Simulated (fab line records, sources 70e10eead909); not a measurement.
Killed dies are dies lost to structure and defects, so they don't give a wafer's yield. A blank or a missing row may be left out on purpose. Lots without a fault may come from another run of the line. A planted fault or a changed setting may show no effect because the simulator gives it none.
A struck lot beside a sound one | flow nand_harc | 13 steps out of a route of 1302
Sound: wafers L719.2, L719.4, L719.6. Struck: wafer L711.1. (L711.6 of the same lot was not struck and is left out.) The cause comes at the end.
At each step with rows: each side's tool, then ch and its chambers, then its first start. Under that, the readings that differ: sound wafers | struck wafers | difference of the means | sigmas: that difference in standard deviations of wafers without a fault.
alike: readings whose means differ by less than 2 such deviations, and words and numbers that are the same on both sides. not compared: withheld readings, readings that some wafer has no value for, bounds like >300 that may hide the same value, and numbers for which the record gives no deviation and whose values overlap.
The two part at a step that has a row with sigmas, a row that says differs or no value, or rows on one side only. Numbers that don't overlap but have no deviation are shown without sigmas and don't part them. A reading that every wafer of one side lacks parts them only if that side has two wafers or more.

first, 1 step without rows for these wafers: NHARC_A_SLIT_SRD_20.
NHARC_A_SLIT_CD_MEAS_21:
  sound on cd_sem-02, day 28 16:31; struck on cd_sem-03, day 26 17:12
  alike: cd_nm
then, 3 steps without rows for these wafers: NHARC_A_SIN_REMOVE_WET_00 (chemistry H3PO4, time 15300 s); NHARC_A_SIN_REMOVE_PRECLEAN_01 (cleans in SC1); NHARC_A_SIN_REMOVE_SRD_02.
NHARC_A_SIN_REMOVE_INSPECT_04:
  sound on defect_inspect-01, day 28 23:14; struck on defect_inspect-02, day 27 00:35
  alike: raw_defect_count
NHARC_A_WL_FILL_ALD_00: deposits Al2O3, target thk 3 nm, pulse time 3 s, ald cycles 30.
  sound on ald_hk-04 ch 0,3, day 28 23:17; struck on ald_hk-04 ch 2, day 27 00:40
  alike: heater_power_w, precursor_pulse_height_rel
NHARC_A_WL_FILL_RTA_01: time 5 s.
  sound on rtp_anneal-01 ch 0, day 28 23:35; struck on rtp_anneal-02 ch 0, day 27 00:55
  reading            | sound          | struck | difference | sigmas
  lamp_power_pct (%) | 25.4 25.4 25.4 | 30.7   | +5.3       | +2
  alike: wafer_temp_C_max
NHARC_A_WL_FILL_ALD_02: deposits TiN, target thk 2 nm, pulse time 3 s, ald cycles 100.
  sound on ald_metal-01 ch 1,2,3, day 28 23:49; struck on ald_metal-03 ch 0, day 27 01:11
  alike: heater_power_w, precursor_pulse_height_rel
NHARC_A_WL_FILL_CVD_03: deposits W, target thk 40 nm, time 279 s.
  sound on cvd_w-01 ch 0,1, day 29 00:17; struck on cvd_w-01 ch 1, day 27 01:41
  reading             | sound             | struck | difference | sigmas
  mfc_wf6_sccm (sccm) | 40.00 40.03 40.12 | 40.35  | +0.30      | +3
  alike: heater_power_w, throttle_valve_pct
NHARC_A_WL_FILL_ETCHBACK_04: etches the open film in NF3, target depth 60 nm, time 120 s.
  sound on rie_metal-03 ch 0,1, day 29 00:39; struck on rie_metal-02 ch 1, day 27 02:02
  reading               | sound             | struck | difference | sigmas
  oes_product_au (a.u.) | 0.999 1.003 0.981 | 0.853  | -0.141     | -11
  alike: drypump_motor_current_A
  not compared: rf_hours_counter_h
NHARC_A_WL_FILL_ETCHBACK_05: etches the open film in Cl2/BCl3, target depth 22 nm, time 60 s.
  sound on rie_metal-03 ch 0,1, day 29 00:54; struck on rie_metal-02 ch 0, day 27 02:15
  alike: drypump_motor_current_A, oes_product_au
  not compared: rf_hours_counter_h
-- the record jumps here: 4 days lie between the struck wafers' starts before and after (it left off in module A_WL_FILL and takes up again in module END, whose first step shown is number 1302 of the route) --
NHARC_END_SORT_01:
  sound on prober-02 ch 0, day 33 05:38; struck on prober-02 ch 0, day 31 04:48
  alike: killed_at_array, killed_at_other, killed_at_periphery, killed_dies, killed_open, killed_short

WHERE THEY PART
First at NHARC_A_WL_FILL_RTA_01; last, within this record, at NHARC_A_WL_FILL_ETCHBACK_04. Later steps at which nothing parts them and some readings are alike: NHARC_A_WL_FILL_ETCHBACK_05, NHARC_END_SORT_01.

WHY: what the simulator had put in
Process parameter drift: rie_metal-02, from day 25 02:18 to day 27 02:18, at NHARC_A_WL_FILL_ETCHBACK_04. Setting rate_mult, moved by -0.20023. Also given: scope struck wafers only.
